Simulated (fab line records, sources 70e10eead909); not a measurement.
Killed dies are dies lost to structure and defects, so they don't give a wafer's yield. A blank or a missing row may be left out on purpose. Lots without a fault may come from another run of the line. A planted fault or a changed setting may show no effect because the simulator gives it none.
A struck lot beside a sound one | flow nand_harc | 13 steps out of a route of 1159
Sound: wafers L838.4, L838.5, L838.6. Struck: wafer L842.1. (L842.5, L842.6 of the same lot were not struck and are left out.) The cause comes at the end.
At each step with rows: each side's tool, then ch and its chambers, then its first start. Under that, the readings that differ: sound wafers | struck wafers | difference of the means | sigmas: that difference in standard deviations of wafers without a fault.
alike: readings whose means differ by less than 2 such deviations, and words and numbers that are the same on both sides. not compared: withheld readings, readings that some wafer has no value for, bounds like >300 that may hide the same value, and numbers for which the record gives no deviation and whose values overlap.
The two part at a step that has a row with sigmas, a row that says differs or no value, or rows on one side only. Numbers that don't overlap but have no deviation are shown without sigmas and don't part them. A reading that every wafer of one side lacks parts them only if that side has two wafers or more.

NHARC_A_SLIT_ETCH_29: etches the open film in CF4/O2, target depth 100 nm, overetch 10 nm, time 55 s.
  sound on rie_diel-07 ch 0,1,3, day 15 16:16; struck on rie_diel-07 ch 3, day 16 19:39
  reading      | sound             | struck | difference | sigmas
  rf_vpp_V (V) | 198.6 197.4 197.1 | 195.6  | -2.1       | -2
  alike: cf4_flow_sccm, chamber_pressure_mTorr, drypump_motor_current_A, mfc_ar_sccm, oes_product_au, showerhead_plenum_p_Torr, throttle_valve_pct
  not compared: rf_hours_counter_h
NHARC_A_SLIT_STRIP_18: strips in O2.
  sound on rie_diel-07 ch 0,2,3; struck on rie_diel-07 ch 2
  reading               | sound             | struck | difference | sigmas
  oes_product_au (a.u.) | 0.997 0.995 0.996 | 1.017  | +0.021     | +2
  alike: chamber_pressure_mTorr, drypump_motor_current_A, mfc_ar_sccm, rf_vpp_V, showerhead_plenum_p_Torr, throttle_valve_pct
  not compared: rf_hours_counter_h
then, 2 steps without rows for these wafers: NHARC_A_SLIT_PRECLEAN_19 (cleans in SC1); NHARC_A_SLIT_SRD_20.
NHARC_A_SLIT_CD_MEAS_21:
  sound on cd_sem-03, day 15 16:49; struck on cd_sem-02, day 16 20:10
  alike: cd_nm
then, 3 steps without rows for these wafers: NHARC_A_SIN_REMOVE_WET_00 (chemistry H3PO4, time 15300 s); NHARC_A_SIN_REMOVE_PRECLEAN_01 (cleans in SC1); NHARC_A_SIN_REMOVE_SRD_02.
NHARC_A_SIN_REMOVE_INSPECT_04:
  sound on defect_inspect-01, day 16 00:31; struck on defect_inspect-01, day 17 03:50
  alike: raw_defect_count
NHARC_A_WL_FILL_ALD_00: deposits Al2O3, target thk 3 nm, pulse time 3 s, ald cycles 30.
  sound on ald_hk-02 ch 0,2,3, day 16 00:38; struck on ald_hk-04 ch 2, day 17 03:55
  alike: heater_power_w, precursor_pulse_height_rel, susceptor_temp_C
  not compared: ald_cycles
NHARC_A_WL_FILL_RTA_01: time 5 s.
  sound on rtp_anneal-01 ch 0, day 16 00:56; struck on rtp_anneal-02 ch 0, day 17 04:11
  reading            | sound          | struck | difference | sigmas
  lamp_power_pct (%) | 29.6 29.6 29.6 | 26.7   | -2.9       | -2
  alike: wafer_temp_C_max
NHARC_A_WL_FILL_ALD_02: deposits TiN, target thk 2 nm, pulse time 3 s, ald cycles 100.
  sound on ald_metal-02 ch 1,2, day 16 01:04; struck on ald_metal-02 ch 3, day 17 04:32
  reading              | sound                | struck | difference | sigmas
  ald_cycles           | 100 100 100          | 50     | -50        |
  susceptor_temp_C (C) | 450.03 450.12 450.01 | 449.56 | -0.49      | -2
  alike: heater_power_w, precursor_pulse_height_rel
-- the record jumps here: 4 days lie between the struck wafers' starts before and after (it left off in module A_WL_FILL and takes up again in module END, whose first step shown is number 1159 of the route) --
NHARC_END_SORT_01:
  the record has rows for the struck wafers here (prober-02 ch 0, day 21 12:54) and none for the sound ones

WHERE THEY PART
First at NHARC_A_SLIT_ETCH_29; last, within this record, at NHARC_END_SORT_01.

WHY: what the simulator had put in
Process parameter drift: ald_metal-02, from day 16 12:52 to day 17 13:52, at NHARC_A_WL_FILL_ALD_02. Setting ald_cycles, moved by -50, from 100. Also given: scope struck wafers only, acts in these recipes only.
